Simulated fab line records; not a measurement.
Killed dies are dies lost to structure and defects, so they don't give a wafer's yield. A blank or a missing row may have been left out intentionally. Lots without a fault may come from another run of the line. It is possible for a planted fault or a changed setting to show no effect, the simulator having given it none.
fab line records	flow n5-finfet
[record] lots = 24	wafers = 72	last-day = 18
route steps=1938 shown BEOL_M4@1021 BEOL_M5@1114
lots untouched by any fault: they come from a run of this same line in which no faults occurred
start-h: hours from the record's first day to the start of the lot's first wafer shown	wait-h: hours elapsed since this lot's preceding step	" the same as in the row above	L1.1+2: one row covering several wafers at once	- value missing, or start not given	* or withheld: withheld	< > ~ a bound
route shown NAME@n: NAME is a module with steps in the file, n the number in the route of the first one	usual: average and standard deviation across the fault-free wafers	same: alike in all rows	chamber/n: place in a boat	sites: readings site by site	_std_site: the values' standard deviation	_edge_site: the outer-site mean with the inner-site mean subtracted	radius-mm: how far each site lies from the wafer's centre	mask NAME#n: copy n	behind: tool/chamber where the wafer was last shaped	hold: cause of the lot's hold/its duration in hours/its outcome	device: whichever transistor did not switch (one of n, p or np)	end of line: at the end of the route, the tests of the same wafers	a step without rows: its recipe alone	killed: the dies lost at the first sort to structure and to defects; this is not the yield of the wafer	map: dies across one wafer; x = killed, . = not, _ = none there
set.NAME: the setting as run; set.NAME@STEP: as run at that earlier step	model.NAME: the simulator's own value behind a step, which no gauge read
the route's steps for a sample of lots (tables are steps, rows are wafers)
services: the hour from which a tool's chamber was out of use, counted from the record's first day as start-h (under 0 if before that day), plus the number of hours and why
[[steps]]
[step N5_BEOL_M4_ILD_DEP_00]
[recipe] material = SiOC	target-thk-a = 790	temp-c = 350	precursor = DEMS/O2	pressure-torr = 5	rf-w = 500	time-s = 15.3
[usual] heater-power-w = 493/70	showerhead-plenum-p-Torr = 5.691/0.019	throttle-valve-pct = 11.8/0.62
lot.wafer	tool	chamber	start-h	wait-h	heater-power-w	showerhead-plenum-p-Torr	throttle-valve-pct
L074.2	pecvd-01	1	147.47	0.0	637	5.701	10.6
L074.4	"	0	"	"	472	5.690	12.5
L074.6	"	2	"	"	477	5.683	11.2
L075.1	pecvd-02	2	158.67	0.0	431	5.674	11.3
L075.4	"	2	"	"	452	5.675	11.3
L075.6	"	0	"	"	535	5.674	11.6
L076.3	pecvd-02	0	178.97	0.0	532	5.691	11.6
L076.5	"	2	"	"	442	5.671	11.5
L076.6	"	1	"	"	476	5.740	11.7
L077.2	pecvd-03	1	185.51	0.0	621	5.682	13.0
L077.4	"	0	"	"	372	5.701	12.3
L077.5	"	2	"	"	490	5.685	12.0
L078.1	pecvd-03	0	191.48	0.0	400	5.705	12.4
L078.3	"	1	"	"	611	5.700	13.3
L078.4	"	0	"	"	408	5.682	12.6
L080.2	pecvd-02	1	199.41	0.0	493	5.728	12.0
L080.3	"	0	"	"	441	5.670	12.0
L080.6	"	2	"	"	450	5.672	11.4
L079.1	pecvd-02	2	199.65	0.0	392	5.671	11.4
L079.3	"	1	"	"	418	5.724	11.9
L079.4	"	0	"	"	493	5.684	11.8
L082.4	pecvd-01	0	204.35	0.1	539	5.676	12.6
L082.5	"	2	"	"	418	5.667	11.3
L082.6	"	1	"	"	598	5.689	10.8
L081.3	pecvd-02	2	212.45	0.0	432	5.677	11.3
L081.5	"	1	"	"	443	5.724	12.1
L081.6	"	0	"	"	529	5.666	11.4
L085.2	pecvd-01	0	218.17	0.0	521	5.691	12.6
L085.3	"	1	"	"	607	5.705	10.9
L085.5	"	2	"	"	416	5.672	11.5
L083.4	pecvd-01	1	224.09	0.1	607	5.698	10.7
L083.5	"	2	"	"	393	5.682	11.8
L083.6	"	0	"	"	540	5.684	12.8
L084.3	pecvd-01	1	229.79	0.0	628	5.682	10.9
L084.4	"	1	"	"	621	5.690	10.9
L084.5	"	0	"	"	507	5.695	12.5
L086.1	pecvd-02	1	233.96	0.0	495	5.723	12.0
L086.3	"	0	"	"	498	5.691	11.8
L086.5	"	0	"	"	509	5.695	11.8
L088.2	pecvd-03	2	237.95	0.0	474	5.673	11.7
L088.4	"	0	"	"	445	5.693	12.2
L088.5	"	2	"	"	466	5.686	11.8
L087.1	pecvd-01	0	242.15	0.0	471	5.693	12.7
L087.3	"	2	"	"	463	5.665	11.4
L087.6	"	1	"	"	590	5.692	10.8
L089.4	pecvd-03	2	246.63	0.1	446	5.691	11.9
L089.5	"	2	"	"	448	5.681	11.9
L089.6	"	0	"	"	408	5.685	12.6
L090.1	pecvd-01	1	265.15	0.0	562	5.679	11.0
L090.3	"	0	"	"	501	5.688	12.6
L090.5	"	2	"	"	448	5.674	11.4
L091.3	pecvd-01	0	267.01	0.0	504	5.670	12.6
L091.5	"	1	"	"	675	5.688	11.0
L091.6	"	2	"	"	381	5.672	11.4
L093.2	pecvd-01	2	268.98	0.0	442	5.686	11.6
L093.3	"	0	"	"	483	5.689	12.8
L093.5	"	2	"	"	451	5.675	11.5
L092.2	pecvd-02	1	272.01	0.0	492	5.723	12.1
L092.3	"	1	"	"	512	5.723	12.1
L092.6	"	1	"	"	501	5.715	12.0
L094.1	pecvd-02	2	275.69	0.0	452	5.688	11.3
L094.5	"	1	"	"	480	5.725	12.1
L094.6	"	0	"	"	513	5.690	11.7
L095.1	pecvd-02	2	305.06	0.0	404	5.680	11.6
L095.4	"	2	"	"	424	5.674	11.5
L095.5	"	0	"	"	537	5.678	11.9
L096.1	pecvd-03	1	306.27	0.0	554	5.712	13.0
L096.2	"	2	"	"	481	5.688	12.0
L096.5	"	1	"	"	553	5.715	13.2
L097.2	pecvd-02	0	307.91	0.0	509	5.682	11.5
L097.3	"	2	"	"	420	5.668	11.7
L097.5	"	1	"	"	468	5.719	12.1
[step N5_BEOL_M4_CD_MEAS_11]
[recipe] target-cd-nm = 16.79	landing-energy-ev = 500	detector = se-inlens	polarity = opening
[usual] cd-nm = 16.82/0.23
lot.wafer	tool	chamber	start-h	wait-h	cd-nm
L074.2	cd-sem-02	0	148.15	-	16.73
L074.4	"	0	"	"	17.00
L074.6	"	0	"	"	16.44
L075.1	cd-sem-03	0	159.71	-	16.63
L075.4	"	0	"	"	16.56
L075.6	"	0	"	"	16.91
L076.3	cd-sem-02	0	179.69	-	17.23
L076.5	"	0	"	"	17.44
L076.6	"	0	"	"	16.74
L077.2	cd-sem-01	0	187.39	-	16.80
L077.4	"	0	"	"	16.94
L077.5	"	0	"	"	16.62
L078.1	cd-sem-01	0	194.39	-	16.85
L078.3	"	0	"	"	16.85
L078.4	"	0	"	"	16.59
L080.2	cd-sem-01	0	200.82	-	16.97
L080.3	"	0	"	"	16.70
L080.6	"	0	"	"	16.90
L079.1	cd-sem-03	0	201.03	-	16.77
L079.3	"	0	"	"	16.68
L079.4	"	0	"	"	16.80
L082.4	cd-sem-02	0	205.45	-	16.76
L082.5	"	0	"	"	17.26
L082.6	"	0	"	"	17.18
L081.3	cd-sem-03	0	214.58	-	17.20
L081.5	"	0	"	"	16.92
L081.6	"	0	"	"	16.83
L085.2	cd-sem-02	0	220.15	-	17.00
L085.3	"	0	"	"	16.68
L085.5	"	0	"	"	16.94
L083.4	cd-sem-02	0	224.76	-	17.13
L083.5	"	0	"	"	16.94
L083.6	"	0	"	"	16.57
L084.3	cd-sem-03	0	232.40	-	17.33
L084.4	"	0	"	"	16.95
L084.5	"	0	"	"	17.06
L086.1	cd-sem-02	0	234.94	-	16.67
L086.3	"	0	"	"	16.38
L086.5	"	0	"	"	16.50
L088.2	cd-sem-01	0	239.06	-	16.63
L088.4	"	0	"	"	17.08
L088.5	"	0	"	"	16.50
L087.1	cd-sem-02	0	243.30	-	16.69
L087.3	"	0	"	"	16.82
L087.6	"	0	"	"	16.52
L089.4	cd-sem-02	0	247.31	-	16.52
L089.5	"	0	"	"	16.46
L089.6	"	0	"	"	16.62
L090.1	cd-sem-03	0	266.92	-	16.81
L090.3	"	0	"	"	16.48
L090.5	"	0	"	"	16.86
L091.3	cd-sem-03	0	268.49	-	16.87
L091.5	"	0	"	"	16.94
L091.6	"	0	"	"	16.59
L093.2	cd-sem-01	0	271.32	-	16.77
L093.3	"	0	"	"	16.76
L093.5	"	0	"	"	16.80
L092.2	cd-sem-02	0	273.51	-	16.84
L092.3	"	0	"	"	16.49
L092.6	"	0	"	"	16.34
L094.1	cd-sem-03	0	276.65	-	16.90
L094.5	"	0	"	"	17.04
L094.6	"	0	"	"	16.77
L095.1	cd-sem-03	0	307.45	-	16.86
L095.4	"	0	"	"	16.80
L095.5	"	0	"	"	16.58
L096.1	cd-sem-02	0	307.54	-	17.52
L096.2	"	0	"	"	16.71
L096.5	"	0	"	"	16.97
L097.2	cd-sem-01	0	309.04	-	16.42
L097.3	"	0	"	"	16.73
L097.5	"	0	"	"	16.55
[step N5_BEOL_M4_OVL_MEAS_12]
[recipe] points-per-wafer = 522
[usual] M4_OVL = 0.5/0.84
[same] points-per-wafer = 522
lot.wafer	tool	chamber	start-h	wait-h	M4_OVL[nm]
L074.2	overlay-01	0	148.19	0.0	1.7
L074.4	"	0	"	"	1.7
L074.6	"	0	"	"	0.6
L075.1	overlay-01	0	159.74	0.0	0.6
L075.4	"	0	"	"	-0.4
L075.6	"	0	"	"	0.7
L076.3	overlay-02	0	179.73	0.0	0.5
L076.5	"	0	"	"	0.3
L076.6	"	0	"	"	0.6
L077.2	overlay-01	0	187.43	0.0	1.0
L077.4	"	0	"	"	0.9
L077.5	"	0	"	"	1.4
L078.1	overlay-01	0	194.42	0.0	1.4
L078.3	"	0	"	"	2.0
L078.4	"	0	"	"	1.2
L080.2	overlay-01	0	200.86	0.0	0.1
L080.3	"	0	"	"	1.0
L080.6	"	0	"	"	1.3
L079.1	overlay-02	0	201.06	0.0	-1.8
L079.3	"	0	"	"	-1.6
L079.4	"	0	"	"	-0.4
L082.4	overlay-02	0	205.49	0.0	0.7
L082.5	"	0	"	"	1.0
L082.6	"	0	"	"	-0.1
L081.3	overlay-02	0	214.62	0.0	1.8
L081.5	"	0	"	"	0.0
L081.6	"	0	"	"	1.3
L085.2	overlay-01	0	220.19	0.0	0.1
L085.3	"	0	"	"	1.0
L085.5	"	0	"	"	0.4
L083.4	overlay-01	0	224.81	0.0	0.7
L083.5	"	0	"	"	-0.6
L083.6	"	0	"	"	0.0
L084.3	overlay-01	0	232.44	0.0	0.5
L084.4	"	0	"	"	0.4
L084.5	"	0	"	"	0.5
L086.1	overlay-02	0	234.97	0.0	0.4
L086.3	"	0	"	"	1.4
L086.5	"	0	"	"	1.1
L088.2	overlay-01	0	239.09	0.0	1.3
L088.4	"	0	"	"	0.6
L088.5	"	0	"	"	0.6
L087.1	overlay-01	0	243.33	0.0	-0.2
L087.3	"	0	"	"	0.3
L087.6	"	0	"	"	0.0
L089.4	overlay-01	0	247.36	0.0	0.5
L089.5	"	0	"	"	0.2
L089.6	"	0	"	"	-0.4
L090.1	overlay-01	0	266.95	0.0	1.0
L090.3	"	0	"	"	-0.3
L090.5	"	0	"	"	1.5
L091.3	overlay-02	0	268.53	0.0	0.9
L091.5	"	0	"	"	0.8
L091.6	"	0	"	"	0.0
L093.2	overlay-01	0	271.35	0.0	-0.9
L093.3	"	0	"	"	-0.5
L093.5	"	0	"	"	-1.0
L092.2	overlay-01	0	273.55	0.0	1.7
L092.3	"	0	"	"	2.5
L092.6	"	0	"	"	1.4
L094.1	overlay-01	0	276.68	0.0	1.6
L094.5	"	0	"	"	0.9
L094.6	"	0	"	"	0.7
L095.1	overlay-02	0	307.48	0.0	1.1
L095.4	"	0	"	"	1.8
L095.5	"	0	"	"	0.8
L096.1	overlay-02	0	307.57	0.0	0.8
L096.2	"	0	"	"	0.5
L096.5	"	0	"	"	0.7
L097.2	overlay-02	0	309.07	0.0	-1.0
L097.3	"	0	"	"	-1.2
L097.5	"	0	"	"	-0.5
[step N5_BEOL_M4_INSPECT_30]
[recipe] mode = adi	inspect-instrument = brightfield
[usual] raw-defect-count = 432/97
lot.wafer	tool	chamber	start-h	wait-h	raw-defect-count
L074.2	defect-inspect-02	-	149.42	0.0	525
L074.4	"	-	"	"	424
L074.6	"	-	"	"	352
L075.1	defect-inspect-02	-	161.15	0.1	586
L075.4	"	-	"	"	473
L075.6	"	-	"	"	366
L076.3	defect-inspect-02	-	180.87	0.0	428
L076.5	"	-	"	"	414
L076.6	"	-	"	"	391
L077.2	defect-inspect-02	-	188.37	0.0	803
L077.4	"	-	"	"	436
L077.5	"	-	"	"	572
L078.1	defect-inspect-01	-	195.66	0.3	404
L078.3	"	-	"	"	413
L078.4	"	-	"	"	419
L080.2	defect-inspect-01	-	201.78	0.0	418
L080.3	"	-	"	"	378
L080.6	"	-	"	"	419
L079.1	defect-inspect-01	-	202.00	0.1	374
L079.3	"	-	"	"	318
L079.4	"	-	"	"	483
L082.4	defect-inspect-02	-	206.55	0.0	415
L082.5	"	-	"	"	445
L082.6	"	-	"	"	381
L081.3	defect-inspect-02	-	215.81	0.0	358
L081.5	"	-	"	"	456
L081.6	"	-	"	"	578
L085.2	defect-inspect-01	-	221.11	0.0	349
L085.3	"	-	"	"	333
L085.5	"	-	"	"	295
L083.4	defect-inspect-02	-	225.81	0.0	500
L083.5	"	-	"	"	354
L083.6	"	-	"	"	274
L084.3	defect-inspect-02	-	233.36	0.0	493
L084.4	"	-	"	"	521
L084.5	"	-	"	"	478
L086.1	defect-inspect-01	-	236.03	0.1	552
L086.3	"	-	"	"	533
L086.5	"	-	"	"	731
L088.2	defect-inspect-02	-	240.15	0.0	403
L088.4	"	-	"	"	478
L088.5	"	-	"	"	498
L087.1	defect-inspect-01	-	244.92	0.1	322
L087.3	"	-	"	"	375
L087.6	"	-	"	"	486
L089.4	defect-inspect-01	-	248.33	0.0	409
L089.5	"	-	"	"	355
L089.6	"	-	"	"	394
L090.1	defect-inspect-02	-	267.89	0.1	437
L090.3	"	-	"	"	529
L090.5	"	-	"	"	378
L091.3	defect-inspect-02	-	269.54	0.0	527
L091.5	"	-	"	"	556
L091.6	"	-	"	"	482
L093.2	defect-inspect-02	-	272.41	0.0	446
L093.3	"	-	"	"	357
L093.5	"	-	"	"	406
L092.2	defect-inspect-01	-	274.58	0.0	405
L092.3	"	-	"	"	387
L092.6	"	-	"	"	663
L094.1	defect-inspect-01	-	277.61	0.1	465
L094.5	"	-	"	"	351
L094.6	"	-	"	"	347
L095.1	defect-inspect-02	-	308.65	0.1	459
L095.4	"	-	"	"	414
L095.5	"	-	"	"	372
L096.1	defect-inspect-01	-	308.86	0.1	322
L096.2	"	-	"	"	342
L096.5	"	-	"	"	306
L097.2	defect-inspect-01	-	310.06	0.0	438
L097.3	"	-	"	"	526
L097.5	"	-	"	"	460
[step N5_BEOL_M5_THK_MEAS_01]
[recipe] reads = SiCOH_lowk_of_BEOL_M5_ILD_DEP_00
[usual] M5_ILD_THK = 121.4/1.7
lot.wafer	tool	chamber	start-h	wait-h	M5_ILD_THK[nm]
L074.2	film-metro-02	-	161.31	0.4	119.9
L074.4	"	-	"	"	121.3
L074.6	"	-	"	"	122.8
L075.1	film-metro-01	-	189.78	0.4	119.8
L075.4	"	-	"	"	121.4
L075.6	"	-	"	"	122.7
L076.3	film-metro-02	-	192.72	0.3	120.8
L076.5	"	-	"	"	123.6
L076.6	"	-	"	"	123.3
L077.2	film-metro-01	-	196.51	0.4	118.2
L077.4	"	-	"	"	120.2
L077.5	"	-	"	"	119.6
L078.1	film-metro-01	-	204.43	0.4	122.4
L078.3	"	-	"	"	123.2
L078.4	"	-	"	"	123.3
L080.2	film-metro-01	-	216.84	0.4	119.7
L080.3	"	-	"	"	122.4
L080.6	"	-	"	"	120.8
L079.1	film-metro-02	-	219.56	0.4	122.7
L079.3	"	-	"	"	122.8
L079.4	"	-	"	"	124.0
L082.4	film-metro-01	-	222.38	0.2	124.1
L082.5	"	-	"	"	124.1
L082.6	"	-	"	"	121.8
L081.3	film-metro-02	-	225.00	0.3	120.1
L081.5	"	-	"	"	119.5
L081.6	"	-	"	"	123.1
L085.2	film-metro-01	-	228.78	0.4	119.8
L085.3	"	-	"	"	117.8
L085.5	"	-	"	"	121.9
L083.4	film-metro-01	-	243.93	0.2	122.2
L083.5	"	-	"	"	122.8
L083.6	"	-	"	"	122.2
L084.3	film-metro-02	-	245.54	0.3	121.6
L084.4	"	-	"	"	124.9
L084.5	"	-	"	"	121.4
L086.1	film-metro-02	-	249.63	0.4	120.4
L086.3	"	-	"	"	121.8
L086.5	"	-	"	"	121.2
L088.2	film-metro-02	-	251.52	0.4	120.0
L088.4	"	-	"	"	120.8
L088.5	"	-	"	"	122.0
L087.1	film-metro-02	-	251.65	0.4	119.9
L087.3	"	-	"	"	121.5
L087.6	"	-	"	"	122.0
L089.4	film-metro-02	-	265.91	0.2	121.4
L089.5	"	-	"	"	123.2
L089.6	"	-	"	"	124.2
L090.1	film-metro-01	-	277.49	0.4	122.5
L090.3	"	-	"	"	122.5
L090.5	"	-	"	"	123.9
L091.3	film-metro-02	-	281.44	0.3	119.9
L091.5	"	-	"	"	121.4
L091.6	"	-	"	"	120.0
L093.2	film-metro-01	-	283.25	0.7	119.5
L093.3	"	-	"	"	123.1
L093.5	"	-	"	"	122.5
L092.2	film-metro-01	-	288.16	0.4	122.6
L092.3	"	-	"	"	121.4
L092.6	"	-	"	"	123.5
L094.1	film-metro-02	-	288.94	0.4	121.3
L094.5	"	-	"	"	121.4
L094.6	"	-	"	"	123.0
L095.1	film-metro-02	-	317.92	0.4	119.0
L095.4	"	-	"	"	121.5
L095.5	"	-	"	"	121.3
L097.2	film-metro-01	-	319.85	0.4	121.5
L097.3	"	-	"	"	124.4
L097.5	"	-	"	"	123.1
L096.1	film-metro-01	-	321.28	0.4	118.6
L096.2	"	-	"	"	120.0
L096.5	"	-	"	"	121.7
[step N5_BEOL_M5_CD_MEAS_11]
[recipe] target-cd-nm = 27.74	landing-energy-ev = 500	detector = se-inlens
[usual] cd-nm = 27.99/0.27
lot.wafer	tool	chamber	start-h	wait-h	cd-nm
L074.2	cd-sem-03	0	162.79	-	27.74
L074.4	"	0	"	"	28.08
L074.6	"	0	"	"	27.70
L075.1	cd-sem-02	0	190.99	-	27.87
L075.4	"	0	"	"	28.16
L075.6	"	0	"	"	27.64
L076.3	cd-sem-02	0	194.85	-	27.67
L076.5	"	0	"	"	28.00
L076.6	"	0	"	"	27.56
L077.2	cd-sem-03	0	198.87	-	28.34
L077.4	"	0	"	"	28.41
L077.5	"	0	"	"	28.22
L078.1	cd-sem-03	0	205.50	-	28.21
L078.3	"	0	"	"	28.14
L078.4	"	0	"	"	28.02
L080.2	cd-sem-01	0	218.33	-	28.15
L080.3	"	0	"	"	28.50
L080.6	"	0	"	"	28.17
L079.1	cd-sem-03	0	220.27	-	28.44
L079.3	"	0	"	"	28.12
L079.4	"	0	"	"	27.61
L082.4	cd-sem-01	0	223.72	-	28.16
L082.5	"	0	"	"	28.02
L082.6	"	0	"	"	28.09
L081.3	cd-sem-03	0	228.50	-	28.20
L081.5	"	0	"	"	27.73
L081.6	"	0	"	"	28.57
L085.2	cd-sem-01	0	229.50	-	27.88
L085.3	"	0	"	"	28.26
L085.5	"	0	"	"	28.33
L083.4	cd-sem-01	0	244.57	-	28.25
L083.5	"	0	"	"	27.77
L083.6	"	0	"	"	28.21
L084.3	cd-sem-03	0	246.80	-	27.91
L084.4	"	0	"	"	27.82
L084.5	"	0	"	"	28.11
L086.1	cd-sem-02	0	250.87	-	28.68
L086.3	"	0	"	"	28.31
L086.5	"	0	"	"	27.87
L088.2	cd-sem-02	0	252.61	-	28.09
L088.4	"	0	"	"	28.02
L088.5	"	0	"	"	27.86
L087.1	cd-sem-03	0	252.77	-	27.55
L087.3	"	0	"	"	28.08
L087.6	"	0	"	"	28.14
L089.4	cd-sem-02	0	267.10	-	28.22
L089.5	"	0	"	"	27.83
L089.6	"	0	"	"	28.07
L090.1	cd-sem-02	0	278.59	-	27.92
L090.3	"	0	"	"	27.97
L090.5	"	0	"	"	27.95
L091.3	cd-sem-03	0	283.17	-	27.71
L091.5	"	0	"	"	28.21
L091.6	"	0	"	"	28.27
L093.2	cd-sem-03	0	283.91	-	27.74
L093.3	"	0	"	"	27.78
L093.5	"	0	"	"	27.62
L092.2	cd-sem-03	0	292.11	-	27.67
L092.3	"	0	"	"	27.90
L092.6	"	0	"	"	27.67
L094.1	cd-sem-02	0	292.42	-	27.55
L094.5	"	0	"	"	27.81
L094.6	"	0	"	"	27.77
L095.1	cd-sem-01	0	319.37	-	28.18
L095.4	"	0	"	"	27.83
L095.5	"	0	"	"	27.76
L097.2	cd-sem-02	0	320.39	-	28.29
L097.3	"	0	"	"	28.50
L097.5	"	0	"	"	28.52
L096.1	cd-sem-01	0	323.76	-	28.16
L096.2	"	0	"	"	27.61
L096.5	"	0	"	"	27.85
[[services]]
tool	chamber	start-h	hours	kind
pecvd-01	0	160.15	4.4	repair
pecvd-03	2	170.54	5.2	repair
pecvd-01	-	190.93	2.6	repair
pecvd-02	2	212.62	8.6	repair
pecvd-03	1	241.93	22.3	repair
pecvd-01	2	250.89	-	calibration
pecvd-02	2	267.49	5.5	scheduled-down
pecvd-02	1	272.95	2.1	scheduled-down
pecvd-02	0	279.07	4.1	repair
pecvd-03	2	280.60	5.5	scheduled-down
pecvd-01	-	293.53	14.6	pm
[[key]]
fault none
